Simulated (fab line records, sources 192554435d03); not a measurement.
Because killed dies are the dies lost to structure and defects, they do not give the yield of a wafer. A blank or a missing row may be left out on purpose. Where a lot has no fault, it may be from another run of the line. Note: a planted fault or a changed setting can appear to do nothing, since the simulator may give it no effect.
A struck lot beside a sound one | flow n5 finfet | 42 steps out of a route of 1938
Sound: wafers L696.1, L696.4, L696.5. Struck: wafers L700.1, L700.5 (left out: L700.4, a lot-mate that was not struck); the cause follows at the end.
At each step with rows: each side's tool, then ch and its chambers, then its first start. Under that, the readings that differ: sound wafers | struck wafers | difference of the means | sigmas: that difference in standard deviations of wafers without a fault.
alike: readings whose means differ by less than 2 such deviations, and words and numbers that are the same on both sides. not compared: withheld readings, readings that some wafer has no value for, bounds like >300 that may hide the same value, and numbers for which the record gives no deviation and whose values overlap.
Wherever a step has rows on one side only, a row that says differs or no value, or a row with sigmas, the two part there. Non-overlapping numbers with no deviation appear without sigmas and do not part them. A reading that every wafer of one side lacks parts them only if that side has two wafers or more.

first, 11 steps without rows for these wafers: N5_GATE_CUT_ETCHBACK_00 (etches W in SF6/Cl2); N5_GATE_CUT_ETCH_56 (etches TiN in Cl2/Ar, target depth 21.6 nm); N5_GATE_CUT_ETCHBACK_30 (etches TiN in Cl2/Ar, target depth 3 nm); N5_GATE_CUT_VAPOR_ETCH_60 (etches HfO2 in BCl3/Cl2); N5_GATE_CUT_ETCH_58 (etches SiNx in CH3F/O2, target depth 17 nm, time 128.6 s); N5_GATE_CUT_STRIP_59 (strips in N2/H2, time 20 s); N5_GATE_CUT_PRECLEAN_31 (cleans in DIW, time 300 s); N5_GATE_CUT_SRD_32 (time 30 s); N5_GATE_CUT_SAC_CAP_01 (material SiNx, target thk 24 nm, pulse time 1 s, ald cycles 480); N5_GATE_CUT_PECVD_57 (deposits SiNx from SiH4/NH3/N2, target thk 21 nm); N5_GATE_CUT_CMP_02 (polishes, stops on SiO2, t overpolish 12.7 s, target thk 0 nm).
N5_GATE_CUT_HM_DEP_46: deposits SiO2 from TEOS/O2, target thk 130 nm, time 26.6 s.
  sound on pecvd-04 ch 0, day 4 12:28; struck on pecvd-04 ch 1,2, day 5 10:33
  reading                                      | sound           | struck      | difference | sigmas
  model.SiO2_of_GATE_CUT_HM_DEP_46.thk nm (nm) | 127 130.2 129.2 | 147.2 147.6 | +18.6      |
  alike: heater power w, showerhead plenum p Torr, throttle valve pct
then, 15 steps without rows for these wafers: N5_GATE_CUT_COAT_34 (time 60 s, resist thk 60 nm); N5_GATE_CUT_COAT_35 (time 60 s, resist thk 10 nm); N5_GATE_CUT_COAT_27 (time 60 s, resist thk 10 nm); N5_GATE_CUT_COAT_07 (resist thk 30 nm); N5_GATE_CUT_EBR_09; N5_GATE_CUT_SOFTBAKE_08 (time 60 s); N5_GATE_CUT_EXPOSE_10 (exposes mask GATE CUT, target cd 20 nm); N5_GATE_CUT_PEB_11 (peb time 60 s); N5_GATE_CUT_DEVELOP_12 (develop time 30 s); N5_GATE_CUT_DESCUM_18 (chemistry O2, time 7 s); N5_GATE_CUT_ETCH_28 (etches underlayer in N2/H2, target depth 13 nm, time 10.4 s); N5_GATE_CUT_ETCH_36 (etches SiARC in CF4, target depth 13 nm, time 21.7 s); N5_GATE_CUT_ETCH_37 (etches SOC in N2/H2, target depth 60 nm, overetch 12 nm, time 90 s); N5_GATE_CUT_STRIP_38 (strips in N2/H2); N5_GATE_CUT_STRIP_39 (strips in N2/H2).
N5_GATE_CUT_HM_OPEN_40: chemistry C4F6/O2, target SiO2, target depth 139 nm, time 85.1 s.
  sound on rie diel-03 ch 0,2,3, day 4 13:13; struck on rie diel-01 ch 0,1, day 5 11:10
  reading                                   | sound           | struck      | difference | sigmas
  etch rf on time s (s)                     | 91.8 94.3 92.8  | 104.1 106.9 | +12.5      | +6
  model.etch.depth nm (nm)                  | 127 130.3 129.3 | 147.2 147.7 | +18.6      |
  model.SOC_of_GATE_CUT_COAT_34.thk nm (nm) | 33.2 32.8 33    | 28.8 29.4   | -3.9       |
  alike: bias w, drypump motor current A, oes product au, rf vpp V, showerhead plenum p Torr, throttle valve pct
  not compared: rf hours counter h
then, 10 steps without rows for these wafers: N5_GATE_CUT_STRIP_41 (strips in CF4); N5_GATE_CUT_STRIP_42 (strips in O2); N5_GATE_CUT_ETCH_19 (etches SiNx in CH3F/O2, target depth 53.7 nm, time 76.7 s); N5_GATE_CUT_CUT_ETCH_53 (etches W in SF6/Cl2, target depth 79.2 nm); N5_GATE_CUT_CUT_ETCH_54 (etches TiN in Cl2/BCl3, target depth 96.7 nm); N5_GATE_CUT_CUT_ETCH_55 (etches HfO2 in BCl3, target depth 3.2 nm); N5_GATE_CUT_ETCH_47 (etches SiO2 in Cl2/BCl3, target depth 10 nm); N5_GATE_CUT_VAPOR_ETCH_48 (etches TiN in BCl3/Cl2); N5_GATE_CUT_VAPOR_ETCH_49 (etches TiAlC in BCl3/Cl2); N5_GATE_CUT_VAPOR_ETCH_51 (etches HfO2 in BCl3/Cl2).
N5_GATE_CUT_THK_MEAS_24:
  struck on film metro-02, day 5 13:38; sound on film metro-02, day 4 17:19
  reading          | sound             | struck      | difference | sigmas
  GC_FILL_THK (nm) | 216.4 221.3 218.0 | 237.1 236.5 | +18.2      | +10
N5_GATE_CUT_CMP_43: polishes SiO2.
  sound on cmp-04 ch 0,1,3, day 4 17:31; struck on cmp-04 ch 0,1, day 5 13:40
  reading                                      | sound   | struck  | difference | sigmas
  model.SiO2_of_GATE_CUT_HM_DEP_46.thk nm (nm) | 4.8 5 5 | 5.8 5.8 | +0.9       |
  alike: motor current A
  not compared: pad life wafers
-- record jumps: 3 days separate the struck wafers' starts on either side; left off in module GATE_CUT, taken up again in module BEOL_M4, whose first shown step is the route's number 1111 --
N5_BEOL_M4_RC_MEAS_101:
  sound on prober-02 ch 0, day 7 23:11; struck on prober-02 ch 0, day 8 17:53
  reading       | sound          | struck    | difference | sigmas
  DIBL_P (mV/V) | 37.6 37.2 36.8 | 32.2 33.5 | -4.4       | -2
  ION_P (uA/um) | 467 460 464    | 443 445   | -20        | -2
  alike: DIBL_N, IOFF_N, IOFF_P, ION_N, SS_N, SS_P, VT_N, VT_P
-- the record jumps here: 5 days lie between the struck wafers' starts before and after (it left off in module BEOL_M4 and takes up again in module PASSIVATION, whose first step shown is number 1936 of the route) --
N5_PASSIVATION_PROBE_49:
  struck on prober-01, day 13 17:07; sound on prober-01, day 12 18:31
  reading            | sound    | struck | difference | sigmas
  killed_at_M0_to_M3 | 20 18 24 | 52 36  | +23        | +2
  alike: defect limited yield, killed_at_M4_up, killed at contacts, killed at front end, killed at other, killed dies, killed open, killed short, sort_bin_5_function, sort_bin_6_memory, sort n pass, sort yield pct

## WHERE THEY PART
At N5_GATE_CUT_HM_OPEN_40 first; at N5_PASSIVATION_PROBE_49 last (within this record only).

WHY: what the simulator had put in
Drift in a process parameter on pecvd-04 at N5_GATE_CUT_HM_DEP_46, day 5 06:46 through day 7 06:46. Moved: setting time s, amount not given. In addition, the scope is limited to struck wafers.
